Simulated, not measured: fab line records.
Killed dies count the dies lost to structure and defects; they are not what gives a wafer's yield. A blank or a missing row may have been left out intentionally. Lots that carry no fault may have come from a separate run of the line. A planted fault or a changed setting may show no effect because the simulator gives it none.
fab line records	flow n5_finfet	part 1 of 2: steps 1 to 15 of 25
record: lots: 5	wafers: 15	last_day: 16
route steps=1938 shown BEOL_M9@1434
lots untouched by any fault: they come from a run of this same line in which no faults occurred
start_h: start of the lot's first displayed wafer, in hours after the record's first day	wait_h: hours since the lot's step before	" unchanged from the row above	L1.1+2: a row that stands for several wafers	- no value, or no start given	* or withheld: withheld	< > ~ a bound
route shown NAME@n: NAME is a module with steps in the file, n the number in the route of the first one	usual: mean/standard deviation taken from wafers without a fault	same: alike in all rows	chamber/n: place in a boat	sites: per-site readings	_std_site: the standard deviation of these	_edge_site: the outer-site mean with the inner-site mean subtracted	radius_mm: how far each site lies from the wafer's centre	mask NAME#n: copy n	behind: the tool/chamber that last shaped the wafer	hold: the reason the lot was held/the length of the hold in hours/how it ended	device: the n, p or np transistor that did not switch	end of line: at the end of the route, the tests of the same wafers	where a step has no rows: the recipe by itself	killed: at the first sort, the dies lost to defects and structure; wafer yield is something else	map: per-die view of a wafer (x killed, . not killed, _ where there is no die)
set.NAME: the setting that was run; set.NAME@STEP: the one run at that earlier step	model.NAME: the simulator's own value behind a step, which no gauge read
lots at some steps of the route; a table a step, a row a wafer
services: from which hour (start_h, from the record's first day; less than 0 if before it) a tool's chamber was out of use, for how many hours, and why
== steps ==
step: N5_BEOL_M9_CD_MEAS_28
recipe: target_cd_nm: 70	landing_energy_ev: 500	detector: se_inlens	polarity: opening
usual: cd_nm: 70.09/0.26
lot.wafer	tool	chamber	start_h	wait_h	cd_nm
L083.1	cd_sem-02	0	253.00	-	70.30
L083.4	"	0	"	"	70.19
L083.5	"	0	"	"	70.13
L090.1	cd_sem-03	0	292.46	-	69.98
L090.4	"	0	"	"	69.79
L090.6	"	0	"	"	69.69
L088.2	cd_sem-02	0	296.07	-	70.20
L088.3	"	0	"	"	69.93
L088.5	"	0	"	"	70.25
L091.2	cd_sem-03	0	308.35	-	70.08
L091.4	"	0	"	"	69.84
L091.5	"	0	"	"	70.41
L095.1	cd_sem-02	0	327.26	-	70.26
L095.3	"	0	"	"	69.75
L095.5	"	0	"	"	70.27
step: N5_BEOL_M9_OVL_MEAS_29
recipe: points_per_wafer: 522
usual: V8_OVL: -0.1/0.63
lot.wafer	tool	chamber	start_h	wait_h	V8_OVL[nm]
L083.1	overlay-02	0	253.03	0.0	0.7
L083.4	"	0	"	"	-0.6
L083.5	"	0	"	"	1.1
L090.1	overlay-01	0	292.49	0.0	0.4
L090.4	"	0	"	"	-0.5
L090.6	"	0	"	"	-0.2
L088.2	overlay-01	0	296.10	0.0	0.0
L088.3	"	0	"	"	0.4
L088.5	"	0	"	"	0.5
L091.2	overlay-02	0	308.38	0.0	-0.4
L091.4	"	0	"	"	0.1
L091.5	"	0	"	"	-0.6
L095.1	overlay-01	0	327.29	0.0	-1.0
L095.3	"	0	"	"	-1.2
L095.5	"	0	"	"	-0.1
step: N5_BEOL_M9_INSPECT_30
recipe: mode: adi	inspect_instrument: brightfield
usual: raw_defect_count: 386/90
lot.wafer	tool	chamber	start_h	wait_h	raw_defect_count
L083.1	defect_inspect-02	-	253.09	0.1	295
L083.4	"	-	"	"	254
L083.5	"	-	"	"	292
L090.1	defect_inspect-02	-	292.55	0.1	485
L090.4	"	-	"	"	516
L090.6	"	-	"	"	460
L088.2	defect_inspect-02	-	296.16	0.0	547
L088.3	"	-	"	"	426
L088.5	"	-	"	"	334
L091.2	defect_inspect-01	-	308.43	0.0	372
L091.4	"	-	"	"	618
L091.5	"	-	"	"	479
L095.1	defect_inspect-01	-	327.34	0.1	380
L095.3	"	-	"	"	361
L095.5	"	-	"	"	388
step: N5_BEOL_M9_DESCUM_33
recipe: chemistry: O2	time_s: 7	source_power_w: 50	bias_power_w: 20	pressure_mtorr: 20	rf_frequency_hz: 2.712e+07	temp_c: 40	resist: CAR-EUV	o2_flow_sccm: 225
usual: drypump_motor_current_A: 5.9/0.37	oes_product_au: 0.80/0.081	rf_vpp_V: 243.6/1.7	showerhead_plenum_p_Torr: 2.12/0.088	throttle_valve_pct: 20.37/0.23
lot.wafer	tool	chamber	start_h	wait_h	drypump_motor_current_A	oes_product_au	rf_hours_counter_h	rf_vpp_V	showerhead_plenum_p_Torr	throttle_valve_pct
L083.1	rie_diel-03	3	253.39	0.3	5.3	0.92	16	242.4	2.05	20.40
L083.4	"	2	"	"	5.3	0.74	169	241.3	2.00	20.56
L083.5	"	1	"	"	5.9	0.72	-	246.1	2.17	20.67
L090.1	rie_diel-02	2	292.58	0.0	6.2	0.72	223	242.1	1.98	20.78
L090.4	"	3	"	"	5.6	0.88	46	246.0	2.23	20.36
L090.6	"	0	"	"	6.0	0.80	-	245.8	2.20	20.17
L088.2	rie_diel-06	3	296.19	0.0	5.9	0.79	117	244.4	2.20	20.20
L088.3	"	1	"	"	6.2	0.86	50	244.2	2.13	20.15
L088.5	"	0	"	"	6.0	0.94	-	242.9	2.05	20.26
L091.2	rie_diel-02	1	308.47	0.0	6.2	0.71	193	243.7	2.17	20.16
L091.4	"	2	"	"	6.2	0.71	227	240.2	1.98	20.79
L091.5	"	1	"	"	6.2	0.71	-	244.0	2.16	20.16
L095.1	rie_diel-02	1	327.38	0.0	6.2	0.70	199	244.7	2.16	20.17
L095.3	"	0	"	"	6.0	0.78	117	244.3	2.19	20.17
L095.5	"	0	"	"	6.0	0.78	-	244.4	2.19	20.18
step: N5_BEOL_M9_ETCH_76
recipe: chemistry: N2/H2	target: underlayer	target_depth_a: 65	mask_material: CAR-EUV	time_s: 5.2	ion_energy_ev: 200	pressure_mtorr: 30	source_w: 840	bias_w: 150	n2_flow_sccm: 200	h2_flow_sccm: 200	ends: cleared
usual: drypump_motor_current_A: 5.9/0.37	etch_rf_on_time_s: 5.19/0.098	oes_product_au: 0.68/0.071	rf_vpp_V: 525/3.1	showerhead_plenum_p_Torr: 2.58/0.1	throttle_valve_pct: 17.80/0.28
lot.wafer	tool	chamber	start_h	wait_h	drypump_motor_current_A	etch_rf_on_time_s	oes_product_au	rf_hours_counter_h	rf_vpp_V	showerhead_plenum_p_Torr	throttle_valve_pct
L083.1	rie_diel-03	3	253.42	0.0	5.4	5.04	0.78	16	522	2.49	17.79
L083.4	"	2	"	"	5.3	5.29	0.62	169	519	2.44	18.16
L083.5	"	1	"	"	6.0	5.24	0.62	-	525	2.64	18.28
L090.1	rie_diel-02	2	292.62	0.0	6.2	5.29	0.61	223	520	2.41	18.28
L090.4	"	3	"	"	5.6	5.09	0.75	46	527	2.70	17.67
L090.6	"	0	"	"	6.0	5.31	0.68	-	527	2.67	17.54
L088.2	rie_diel-06	3	296.22	0.0	5.9	5.18	0.67	117	529	2.67	17.73
L088.3	"	1	"	"	6.1	5.04	0.74	50	527	2.57	17.53
L088.5	"	0	"	"	6.0	5.12	0.80	-	521	2.49	17.65
L091.2	rie_diel-02	1	308.50	0.0	6.3	5.22	0.61	193	524	2.64	17.60
L091.4	"	2	"	"	6.2	5.22	0.62	227	522	2.41	18.32
L091.5	"	1	"	"	6.3	5.21	0.61	-	527	2.64	17.59
L095.1	rie_diel-02	1	327.41	0.0	6.2	5.30	0.60	199	524	2.63	17.60
L095.3	"	0	"	"	6.1	5.25	0.67	117	528	2.66	17.57
L095.5	"	0	"	"	6.1	5.29	0.67	-	528	2.66	17.57
step: N5_BEOL_M9_ETCH_65
recipe: chemistry: CF4	target: SiARC	target_depth_a: 156	mask_material: CAR-EUV	time_s: 26	ion_energy_ev: 80	pressure_mtorr: 40	source_w: 545	bias_w: 36	Ar_flow_sccm: 100	cf4_flow_sccm: 100	ends: cleared
usual: drypump_motor_current_A: 5.9/0.37	etch_rf_on_time_s: 26.0/0.47	oes_product_au: 0.68/0.069	rf_vpp_V: 184.4/1.3	showerhead_plenum_p_Torr: 2.17/0.083	throttle_valve_pct: 15.56/0.24
lot.wafer	tool	chamber	start_h	wait_h	drypump_motor_current_A	etch_rf_on_time_s	oes_product_au	rf_hours_counter_h	rf_vpp_V	showerhead_plenum_p_Torr	throttle_valve_pct
L083.1	rie_diel-03	3	253.44	0.0	5.3	25.5	0.78	16	183.9	2.11	15.57
L083.4	"	2	"	"	5.3	26.5	0.63	169	183.8	2.05	15.74
L083.5	"	1	"	"	5.9	26.5	0.61	-	184.6	2.21	15.88
L090.1	rie_diel-02	2	292.64	0.0	6.2	26.5	0.61	223	182.2	2.04	16.03
L090.4	"	3	"	"	5.6	25.3	0.75	46	185.0	2.27	15.48
L090.6	"	0	"	"	6.0	26.2	0.68	-	185.2	2.24	15.36
L088.2	rie_diel-06	3	296.24	0.0	5.8	26.3	0.67	117	184.9	2.24	15.39
L088.3	"	1	"	"	6.1	25.8	0.74	50	184.2	2.18	15.34
L088.5	"	0	"	"	6.0	25.9	0.80	-	184.2	2.10	15.36
L091.2	rie_diel-02	1	308.52	0.0	6.3	26.0	0.61	193	185.6	2.21	15.44
L091.4	"	2	"	"	6.2	26.1	0.61	227	182.5	2.04	16.05
L091.5	"	1	"	"	6.2	25.8	0.62	-	184.0	2.21	15.45
L095.1	rie_diel-02	1	327.43	0.0	6.3	26.3	0.60	199	185.3	2.21	15.46
L095.3	"	0	"	"	6.0	26.2	0.67	117	183.5	2.24	15.37
L095.5	"	0	"	"	6.1	26.0	0.67	-	185.3	2.24	15.37
step: N5_BEOL_M9_ETCH_66
recipe: chemistry: N2/H2	target: SOC	target_depth_a: 800	overetch_a: 160	mask_material: SiARC	temp_c: 40	time_s: 120	ion_energy_ev: 200	pressure_mtorr: 30	source_w: 840	bias_w: 150	n2_flow_sccm: 200	h2_flow_sccm: 200
usual: drypump_motor_current_A: 5.9/0.37	oes_product_au: 0.61/0.057	rf_vpp_V: 524.8/2.9	showerhead_plenum_p_Torr: 2.58/0.1	throttle_valve_pct: 17.76/0.28
lot.wafer	tool	chamber	start_h	wait_h	drypump_motor_current_A	oes_product_au	rf_hours_counter_h	rf_vpp_V	showerhead_plenum_p_Torr	throttle_valve_pct
L083.1	rie_diel-03	3	253.47	0.0	5.3	0.69	16	523.2	2.49	17.73
L083.4	"	2	"	"	5.3	0.57	169	519.7	2.44	18.10
L083.5	"	1	"	"	5.9	0.55	-	527.0	2.64	18.23
L090.1	rie_diel-02	2	292.66	0.0	6.2	0.56	223	519.6	2.41	18.26
L090.4	"	3	"	"	5.6	0.66	46	528.0	2.70	17.63
L090.6	"	0	"	"	6.0	0.60	-	527.3	2.67	17.51
L088.2	rie_diel-06	3	296.27	0.0	5.8	0.62	117	528.0	2.67	17.69
L088.3	"	1	"	"	6.2	0.66	50	523.7	2.57	17.47
L088.5	"	0	"	"	6.0	0.72	-	520.4	2.49	17.60
L091.2	rie_diel-02	1	308.55	0.0	6.2	0.55	193	525.5	2.64	17.55
L091.4	"	2	"	"	6.2	0.55	227	519.2	2.41	18.26
L091.5	"	1	"	"	6.2	0.55	-	526.5	2.64	17.55
L095.1	rie_diel-02	1	327.46	0.0	6.3	0.54	199	524.0	2.63	17.57
L095.3	"	0	"	"	6.0	0.60	117	527.6	2.66	17.53
L095.5	"	0	"	"	6.0	0.60	-	527.3	2.66	17.52
step: N5_BEOL_M9_STRIP_69
recipe: chemistry: N2/H2	temp_c: 40	n2_flow_sccm: 200	h2_flow_sccm: 200	rf_frequency_hz: 6e+07
lot.wafer	tool	chamber	start_h	wait_h
L083.1+4+5	rie_diel-03	3,2,1	253.55	0.0
L090.1+4+6	rie_diel-02	2,3,0	292.74	0.0
L088.2+3+5	rie_diel-06	3,1,0	296.35	0.0
L091.2+4+5	rie_diel-02	1,2,1	308.63	0.0
L095.1+3+5	rie_diel-02	1,0,0	327.54	0.0
step: N5_BEOL_M9_STRIP_77
recipe: chemistry: N2/H2	temp_c: 40	n2_flow_sccm: 200	h2_flow_sccm: 200	rf_frequency_hz: 6e+07
lot.wafer	tool	chamber	start_h	wait_h
L083.1+4+5	rie_diel-03	3,2,1	253.56	0.0
L090.1+4+6	rie_diel-02	2,3,0	292.75	0.0
L088.2+3+5	rie_diel-06	3,1,0	296.36	0.0
L091.2+4+5	rie_diel-02	1,2,1	308.64	0.0
L095.1+3+5	rie_diel-02	1,0,0	327.55	0.0
step: N5_BEOL_M9_VIA_ETCH_34
recipe: chemistry: C4F6/O2	target: SiCOH_lowk	target_depth_a: 1824	mask_material: SOC	taper_deg: 4	time_s: 68.4	ion_energy_ev: 250	pressure_mtorr: 30	source_w: 345	bias_w: 185	Ar_flow_sccm: 300	C4F6_flow_sccm: 10	O2_flow_sccm: 10
usual: C4F6_flow_sccm: 10.00/0.031	drypump_motor_current_A: 5.9/0.37	oes_o_777_au: 0.80/0.078	oes_product_au: 0.80/0.082	rf_vpp_V: 668/7.3	showerhead_plenum_p_Torr: 2.89/0.11	throttle_valve_pct: 20.86/0.25
lot.wafer	tool	chamber	start_h	wait_h	C4F6_flow_sccm	drypump_motor_current_A	oes_o_777_au	oes_product_au	rf_hours_counter_h	rf_vpp_V	showerhead_plenum_p_Torr	throttle_valve_pct
L083.1	rie_diel-03	3	253.57	0.0	9.97	5.3	0.88	0.92	16	677	2.80	20.96
L083.4	"	2	"	"	9.95	5.3	0.73	0.73	169	664	2.72	20.99
L083.5	"	1	"	"	10.02	6.0	0.73	0.72	-	667	2.95	21.18
L090.1	rie_diel-02	2	292.76	0.0	9.99	6.2	0.72	0.71	223	663	2.71	21.34
L090.4	"	3	"	"	9.92	5.6	0.87	0.88	46	670	3.02	20.85
L090.6	"	0	"	"	9.99	6.0	0.79	0.79	-	672	2.98	20.63
L088.2	rie_diel-06	3	296.37	0.0	10.00	5.9	0.81	0.80	117	657	2.97	20.65
L088.3	"	1	"	"	9.96	6.2	0.87	0.87	50	659	2.90	20.66
L088.5	"	0	"	"	10.02	6.0	0.93	0.93	-	654	2.80	20.74
L091.2	rie_diel-02	1	308.65	0.0	10.01	6.2	0.72	0.72	193	674	2.94	20.60
L091.4	"	2	"	"	10.01	6.2	0.71	0.71	227	662	2.71	21.34
L091.5	"	1	"	"	10.02	6.2	0.72	0.71	-	675	2.94	20.60
L095.1	rie_diel-02	1	327.56	0.0	10.06	6.2	0.72	0.70	199	675	2.93	20.62
L095.3	"	0	"	"	10.01	6.1	0.78	0.78	117	672	2.98	20.64
L095.5	"	0	"	"	10.03	6.1	0.78	0.78	-	671	2.98	20.64
step: N5_BEOL_M9_STRIP_73
recipe: chemistry: C4F6/O2	resist: SiARC	rf_frequency_hz: 6e+07
lot.wafer	tool	chamber	start_h	wait_h
L083.1+4+5	rie_diel-03	3,2,1	253.62	0.0
L090.1+4+6	rie_diel-02	2,3,0	292.82	0.0
L088.2+3+5	rie_diel-06	3,1,0	296.42	0.0
L091.2+4+5	rie_diel-02	1,2,1	308.70	0.0
L095.1+3+5	rie_diel-02	1,0,0	327.61	0.0
step: N5_BEOL_M9_STRIP_36
recipe: chemistry: N2/H2	power_w: 450	temp_c: 40	pressure_mtorr: 20	rf_frequency_hz: 6e+07	overash_fraction: 0.3	bias_power_w: 7	h2_frac: 0.5	n2_flow_sccm: 200	h2_flow_sccm: 200
usual: drypump_motor_current_A: 5.9/0.37	oes_product_au: 0.80/0.083	rf_vpp_V: 59.4/1.3	showerhead_plenum_p_Torr: 2.58/0.1	throttle_valve_pct: 23.6/0.33
lot.wafer	tool	chamber	start_h	wait_h	drypump_motor_current_A	oes_product_au	rf_hours_counter_h	rf_vpp_V	showerhead_plenum_p_Torr	throttle_valve_pct
L083.1	rie_diel-03	3	253.63	0.0	5.3	0.91	16	57.8	2.49	23.5
L083.4	"	2	"	"	5.3	0.74	169	59.2	2.44	24.0
L083.5	"	1	"	"	6.0	0.72	-	58.9	2.64	24.1
L090.1	rie_diel-02	2	292.83	0.0	6.2	0.72	223	62.4	2.41	24.1
L090.4	"	3	"	"	5.6	0.88	46	59.9	2.69	23.4
L090.6	"	0	"	"	6.1	0.80	-	58.2	2.66	23.3
L088.2	rie_diel-06	3	296.43	0.0	5.9	0.79	117	60.2	2.66	23.7
L088.3	"	1	"	"	6.1	0.88	50	58.7	2.57	23.3
L088.5	"	0	"	"	5.9	0.95	-	58.1	2.49	23.5
L091.2	rie_diel-02	1	308.71	0.0	6.2	0.71	193	61.5	2.63	23.2
L091.4	"	2	"	"	6.2	0.70	227	60.9	2.40	24.1
L091.5	"	1	"	"	6.3	0.70	-	59.0	2.63	23.2
L095.1	rie_diel-02	1	327.62	0.0	6.3	0.70	199	60.1	2.63	23.2
L095.3	"	0	"	"	6.0	0.78	117	59.0	2.66	23.3
L095.5	"	0	"	"	6.1	0.79	-	59.8	2.66	23.3
step: N5_BEOL_M9_TRENCH_ETCH_37
recipe: chemistry: C4F6/O2	target_depth_a: 1514.3	target: SiCOH_lowk	time_s: 49	ion_energy_ev: 250	pressure_mtorr: 30	source_w: 345	bias_w: 185	Ar_flow_sccm: 300	C4F6_flow_sccm: 10	O2_flow_sccm: 10
usual: C4F6_flow_sccm: 10.000/0.027	drypump_motor_current_A: 5.9/0.36	oes_o_777_au: 0.80/0.079	oes_product_au: 0.80/0.082	rf_vpp_V: 668/7.3	showerhead_plenum_p_Torr: 2.89/0.11	throttle_valve_pct: 20.88/0.25
lot.wafer	tool	chamber	start_h	wait_h	C4F6_flow_sccm	drypump_motor_current_A	oes_o_777_au	oes_product_au	rf_hours_counter_h	rf_vpp_V	showerhead_plenum_p_Torr	throttle_valve_pct
L083.1	rie_diel-03	3	-	-	10.030	5.3	0.89	0.92	16	678	2.80	20.99
L083.4	"	2	"	"	10.001	5.3	0.73	0.73	169	663	2.72	21.01
L083.5	"	1	"	"	9.982	5.9	0.72	0.72	-	665	2.95	21.22
L090.1	rie_diel-02	2	-	-	10.019	6.2	0.72	0.73	223	663	2.71	21.36
L090.4	"	3	"	"	9.958	5.6	0.88	0.88	46	670	3.02	20.88
L090.6	"	0	"	"	9.995	6.0	0.79	0.80	-	672	2.98	20.65
L088.2	rie_diel-06	3	-	-	9.981	5.8	0.81	0.78	117	657	2.97	20.67
L088.3	"	1	"	"	10.019	6.1	0.87	0.87	50	659	2.90	20.70
L088.5	"	0	"	"	9.988	6.0	0.93	0.94	-	655	2.80	20.78
L091.2	rie_diel-02	1	-	-	9.982	6.2	0.72	0.72	193	675	2.94	20.64
L091.4	"	2	"	"	10.050	6.2	0.71	0.72	227	664	2.71	21.37
L091.5	"	1	"	"	9.971	6.2	0.71	0.71	-	676	2.94	20.63
L095.1	rie_diel-02	1	-	-	9.989	6.2	0.71	0.70	199	675	2.94	20.64
L095.3	"	0	"	"	10.053	6.1	0.78	0.77	117	672	2.98	20.67
L095.5	"	0	"	"	10.026	6.0	0.78	0.79	-	671	2.98	20.68
step: N5_BEOL_M9_ETCH_41
recipe: chemistry: CH3F/O2	target: SiCN	target_depth_a: 366	taper_deg: 2	time_s: 70.1	ion_energy_ev: 120	mask_material: TiN	pressure_mtorr: 30	source_w: 395	bias_w: 75	Ar_flow_sccm: 150	CH3F_flow_sccm: 30	O2_flow_sccm: 20
usual: CH3F_flow_sccm: 30.00/0.091	drypump_motor_current_A: 5.9/0.37	oes_product_au: 0.80/0.081	rf_vpp_V: 297.9/1.8	showerhead_plenum_p_Torr: 2.03/0.081	throttle_valve_pct: 16.27/0.25
lot.wafer	tool	chamber	start_h	wait_h	CH3F_flow_sccm	drypump_motor_current_A	oes_product_au	rf_hours_counter_h	rf_vpp_V	showerhead_plenum_p_Torr	throttle_valve_pct
L083.1	rie_diel-03	3	-	-	29.94	5.3	0.92	16	296.1	1.97	16.30
L083.4	"	2	"	"	29.97	5.3	0.73	169	295.4	1.91	16.42
L083.5	"	1	"	"	30.19	6.0	0.71	-	298.8	2.07	16.59
L090.1	rie_diel-02	2	-	-	29.91	6.2	0.72	223	296.2	1.90	16.76
L090.4	"	3	"	"	30.03	5.6	0.89	46	299.2	2.13	16.22
L090.6	"	0	"	"	30.02	6.0	0.81	-	299.8	2.10	16.10
L088.2	rie_diel-06	3	-	-	29.84	5.8	0.79	117	299.6	2.09	16.10
L088.3	"	1	"	"	30.19	6.1	0.85	50	297.7	2.04	16.04
L088.5	"	0	"	"	30.15	6.0	0.93	-	297.4	1.96	16.10
L091.2	rie_diel-02	1	-	-	30.09	6.2	0.72	193	298.6	2.07	16.12
L091.4	"	2	"	"	30.13	6.2	0.71	227	295.0	1.90	16.77
L091.5	"	1	"	"	29.94	6.2	0.72	-	299.2	2.07	16.12
L095.1	rie_diel-02	1	-	-	30.03	6.3	0.71	199	297.8	2.07	16.12
L095.3	"	0	"	"	30.30	6.0	0.79	117	298.6	2.10	16.10
L095.5	"	0	"	"	30.25	6.1	0.79	-	297.1	2.10	16.08
step: N5_BEOL_M9_STRIP_80
recipe: chemistry: N2/H2	time_s: 10	power_w: 450	temp_c: 40	pressure_mtorr: 20	rf_frequency_hz: 6e+07	bias_power_w: 7	n2_flow_sccm: 200	h2_flow_sccm: 200
usual: drypump_motor_current_A: 5.9/0.37	oes_product_au: 0.80/0.081	rf_vpp_V: 59.2/0.82	showerhead_plenum_p_Torr: 2.58/0.1	throttle_valve_pct: 23.6/0.33
lot.wafer	tool	chamber	start_h	wait_h	drypump_motor_current_A	oes_product_au	rf_hours_counter_h	rf_vpp_V	showerhead_plenum_p_Torr	throttle_valve_pct
L083.1	rie_diel-03	3	-	-	5.3	0.92	16	60.1	2.49	23.5
L083.4	"	2	"	"	5.3	0.74	169	60.4	2.44	24.0
L083.5	"	1	"	"	5.9	0.72	-	60.7	2.64	24.2
L090.1	rie_diel-02	2	-	-	6.2	0.72	223	59.0	2.41	24.1
L090.4	"	3	"	"	5.6	0.87	46	60.7	2.69	23.4
L090.6	"	0	"	"	6.0	0.79	-	59.7	2.66	23.3
L088.2	rie_diel-06	3	-	-	5.9	0.79	117	59.6	2.66	23.7
L088.3	"	1	"	"	6.1	0.86	50	58.6	2.57	23.3
L088.5	"	0	"	"	6.0	0.94	-	59.2	2.49	23.5
L091.2	rie_diel-02	1	-	-	6.2	0.71	193	58.6	2.63	23.2
L091.4	"	2	"	"	6.2	0.71	227	59.7	2.40	24.1
L091.5	"	1	"	"	6.2	0.72	-	58.8	2.63	23.2
L095.1	rie_diel-02	1	-	-	6.2	0.71	199	61.1	2.63	23.2
L095.3	"	0	"	"	6.0	0.78	117	60.6	2.66	23.3
L095.5	"	0	"	"	6.0	0.78	-	60.2	2.66	23.3
